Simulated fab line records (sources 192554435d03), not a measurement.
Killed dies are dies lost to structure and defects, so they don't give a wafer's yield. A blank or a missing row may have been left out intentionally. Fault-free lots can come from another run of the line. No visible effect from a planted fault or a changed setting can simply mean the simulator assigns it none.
Split-lot trial + flow n5 finfet + 21 wafers read from 7 lots, route of 1938 steps

## ABOUT THE SPLIT
At N5_PASSIVATION_EXPOSE_41 (exposes mask PASS OPEN, defocus 0 nm, target cd 40000 nm), the setting dose mj was moved away from the recipe's 57.25 on 6 of the 21 wafers read, by -6.9% to +5.6%. All remaining wafers had this setting at the recipe value.

## FROM THE SPLIT TO THE READING: what the file shows between them, 3 steps
- N5_PASSIVATION_PEB_42
- N5_PASSIVATION_DEVELOP_43: develop time 60 s
- N5_PASSIVATION_HARDBAKE_45: time 120 s

## THE READING
Shown in nm: cd nm at N5_PASSIVATION_CD_MEAS_44, with target cd 40000 nm. Fault-free wafers of this fab line usually give 40001 nm, standard deviation 3 nm.

| wafer  | tool, chamber at the split | dose mj as run | against the recipe | cd nm, nm | against lot-mates on the recipe |
|--------|----------------------------|----------------|--------------------|-----------|---------------------------------|
| L079.1 | krf scanner-01, 0          | 57.25          | recipe             | 39997     | -                               |
| L079.2 | krf scanner-01, 0          | 57.25          | recipe             | 40001     | -                               |
| L079.3 | krf scanner-01, 0          | 57.25          | recipe             | 40002     | -                               |
| L078.3 | krf scanner-01, 0          | 57.25          | recipe             | 40002     | -                               |
| L078.5 | krf scanner-01, 0          | 57.25          | recipe             | 40003     | -                               |
| L078.6 | krf scanner-01, 0          | 57.25          | recipe             | 40000     | -                               |
| L084.2 | krf scanner-01, 0          | 57.25          | recipe             | 39996     | -                               |
| L084.3 | krf scanner-01, 0          | 59.23          | +3.5%              | 40009     | +14                             |
| L084.4 | krf scanner-01, 0          | 57.25          | recipe             | 39995     | -                               |
| L086.1 | krf scanner-01, 0          | 53.32          | -6.9%              | 39973     | -28                             |
| L086.5 | krf scanner-01, 0          | 57.25          | recipe             | 40001     | -                               |
| L086.6 | krf scanner-01, 0          | 53.32          | -6.9%              | 39972     | -29                             |
| L089.2 | krf scanner-01, 0          | 57.25          | recipe             | 39999     | -                               |
| L089.5 | krf scanner-01, 0          | 57.25          | recipe             | 40000     | -                               |
| L089.6 | krf scanner-01, 0          | 57.25          | recipe             | 39999     | -                               |
| L092.2 | krf scanner-02, 0          | 57.25          | recipe             | 40001     | -                               |
| L092.3 | krf scanner-02, 0          | 53.3           | -6.9%              | 39973     | -28                             |
| L092.6 | krf scanner-02, 0          | 53.3           | -6.9%              | 39976     | -25                             |
| L094.2 | krf scanner-01, 0          | 57.25          | recipe             | 40000     | -                               |
| L094.5 | krf scanner-01, 0          | 60.47          | +5.6%              | 40020     | +20                             |
| L094.6 | krf scanner-01, 0          | 57.25          | recipe             | 39999     | -                               |

FIT RESULTS
A straight line over all 21 wafers: cd nm changes by +3.69 nm for each +1% of dose mj; r = +0.98; the points scatter about the line by 2.2 nm.
The same after taking each lot's own level away (the mean of its wafers on the recipe; 21 wafers): +3.93 nm for each +1%; r = +1.00; scatter 1.3 nm.
The reading moves by 27 nm for the largest change in dose mj, on that fit.
The span of the lots' own levels, 39995.5 to 40001.7 nm, comes to 2.1 times the standard deviation stated above.
So the lot-to-lot level changes the slope little: the two slopes agree.
Check: for one of the wafers moved furthest among these (-6.9%), held out of the fit, the line's prediction against its lot-mates is -27.1 nm. Against them it came out at -28 nm.

## OTHER SPLITS ON THESE WAFERS
These wafers also went through other splits before the reading. Each is held against what the fit with the lots' levels taken away leaves over:
| other split on the same wafers    | wafers away from the commonest value | r with cd nm (lot level and that fit taken away) |
|-----------------------------------|--------------------------------------|--------------------------------------------------|
| N5_BEOL_M15_PEB_26 peb temp c     | 7                                    | +0.27                                            |
| N5_BEOL_M15_TRENCH_ETCH_34 bias w | 9                                    | +0.04                                            |
| N5_PASSIVATION_EXPOSE_07 dose mj  | 8                                    | +0.31                                            |

## FILE'S OWN FIT
cd nm changes by +3.85 nm for each +1% of dose mj, r = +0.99.
